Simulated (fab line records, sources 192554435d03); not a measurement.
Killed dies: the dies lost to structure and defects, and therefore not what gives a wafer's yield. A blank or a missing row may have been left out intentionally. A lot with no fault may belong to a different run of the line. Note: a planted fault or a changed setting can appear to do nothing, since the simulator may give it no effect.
Matching of chambers | flow n5 finfet | N5_BEOL_M10_VIA_ETCH_34 on rie diel-06 has 4 sister chambers
The step etches SiCOH lowk in C4F6/O2, target depth 184.5 nm, time 69.2 s. 7 wafers are shown with their chamber, then 7 later ones without.

WAFERS WITH THEIR CHAMBER
wafer  | chamber | rf vpp V (V) | showerhead plenum p Torr (Torr)
L074.3 | 1       | 669          | 2.77
L078.5 | 2       | 687          | 2.67
L079.1 | 2       | 687          | 2.67
L079.2 | 3       | 630          | 2.73
L079.3 | 0       | 653          | 2.82
L083.2 | 3       | 629          | 2.72
L083.4 | 0       | 655          | 2.81

WAFERS MISSING THEIR CHAMBER
wafer  | rf vpp V (V) | showerhead plenum p Torr (Torr)
L083.6 | 686          | 2.66
L082.3 | 685          | 2.66
L082.4 | 654          | 2.81
L082.6 | 656          | 2.81
L093.1 | 654          | 2.80
L093.4 | 654          | 2.80
L093.6 | 667          | 2.75

THE CHAMBER EACH PASSED THROUGH
wafer  | from the rows above | in truth
L083.6 | 2                   | 2
L082.3 | 2                   | 2
L082.4 | 0                   | 0
L082.6 | 0                   | 0
L093.1 | 0                   | 0
L093.4 | 0                   | 0
L093.6 | 1                   | 1
Correctly placed: 7 of 7. Left unplaced by these rows: 0. Wrongly placed: 0.
How it was worked out, from the rows above alone: a wafer's distance from a chamber is the root of the sum, over the readings, of the square of ((its reading less the chamber's mean) divided by the reading's scatter). The wafer belongs to the nearest chamber; if the next one is less than 2 further off, it can't be placed. Each chamber's mean is taken over the wafers shown for it. The scatter: take each reading less its chamber's mean, square it, sum over the shown wafers, divide by the number of wafers less the number of chambers, and take the root.
